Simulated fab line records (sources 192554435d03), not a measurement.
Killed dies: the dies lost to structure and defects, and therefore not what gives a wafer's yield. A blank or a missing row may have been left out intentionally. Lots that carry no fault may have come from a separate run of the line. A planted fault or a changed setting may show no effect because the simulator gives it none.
The tool behind it: which one? / flow n5Finfet / 6 lots with 18 wafers sampled at 3 steps, on a route of 1938 steps

## WHAT EACH GAUGE READ, for each wafer
N5_BEOL_M7_CD_MEAS_28: the cd target is 40 nm.
lot=L201; measured=day 9 11:29; on=cdSem-03; cdNm (nm)=40.18 40.35 39.92
lot=L206; measured=day 10 12:08; on=cdSem-02; cdNm (nm)=39.78 39.72 39.75
lot=L210; measured=day 11 11:49; on=cdSem-03; cdNm (nm)=40.16 40.29 40.06
lot=L213; measured=day 12 06:25; on=cdSem-02; cdNm (nm)=39.92 40.14 40.05
lot=L219; measured=day 13 17:59; on=cdSem-01; cdNm (nm)=40.11 33.30 40.54
lot=L222; measured=day 14 04:43; on=cdSem-02; cdNm (nm)=38.97 25.66 40.23

## TOOL THAT RAN EACH LOT (tool first, then ch and the chambers of the sampled wafers, then the start)
lot=L201; N5_BEOL_M6_DEP_56=pecvd-02 ch 0,2, day 9 06:16; N5_BEOL_M7_EXPOSE_25=euvScanner-02 ch 0, day 9 11:21
lot=L206; N5_BEOL_M6_DEP_56=pecvd-04 ch 0,1, day 10 08:09; N5_BEOL_M7_EXPOSE_25=euvScanner-01 ch 0, day 10 12:00
lot=L210; N5_BEOL_M6_DEP_56=pecvd-04 ch 0,1,2, day 11 06:21; N5_BEOL_M7_EXPOSE_25=euvScanner-01 ch 0, day 11 11:38
lot=L213; N5_BEOL_M6_DEP_56=pecvd-02 ch 0,1,2, day 12 01:00; N5_BEOL_M7_EXPOSE_25=euvScanner-01 ch 0, day 12 06:17
lot=L219; N5_BEOL_M6_DEP_56=pecvd-02 ch 0,1,2, day 13 13:06; N5_BEOL_M7_EXPOSE_25=euvScanner-02 ch 0, day 13 17:52
lot=L222; N5_BEOL_M6_DEP_56=pecvd-04 ch 0,1,2, day 14 02:19; N5_BEOL_M7_EXPOSE_25=euvScanner-02 ch 0, day 14 04:35
- N5_BEOL_M6_DEP_56: deposits SiCN from 3MS/NH3, target thk 10 nm, time 17.5 s.
- N5_BEOL_M7_EXPOSE_25: exposes mask V6, target cd 40 nm.

## THE ANSWER, worked out from the rows above alone
Rule: usual is defined by the lots themselves. Put in order of their means at a reading, lots are off if they are a third of the lots or fewer, leave a main group of 4 or more, and stand apart from it by a gap of 3 or more times the standard deviation of the main group's means; of several such gaps the widest counts. Not used: any main group whose means are identical at the precision the tables above print for the reading. Also off: a lot with no number at a reading for which 4 or more lots have one. All remaining lots with rows at the step are treated as sound.
Off: L219, L222, at N5_BEOL_M7_CD_MEAS_28 (cdNm). For the main group the mean is 40.03 nm and the standard deviation 0.17.
If a tool, at a process step before that reading, ran all the lots that are off and no sound lot after the first of them, it fits. Gauges at N5_BEOL_M7_CD_MEAS_28: tried the same way as those tools. One fits: N5_BEOL_M7_EXPOSE_25 on euvScanner-02. Its last sound lot is L201 (day 9 11:21), its first lot that is off L219 (day 13 17:52): a fault that began between those two fits.

## WHAT THE SIMULATOR HAD INSERTED
Process parameter drift: euvScanner-02, from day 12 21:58 on, at N5_BEOL_M7_EXPOSE_25. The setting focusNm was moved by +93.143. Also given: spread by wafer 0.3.
Lots struck among those shown: L219, L222. Same finding as the rule above.
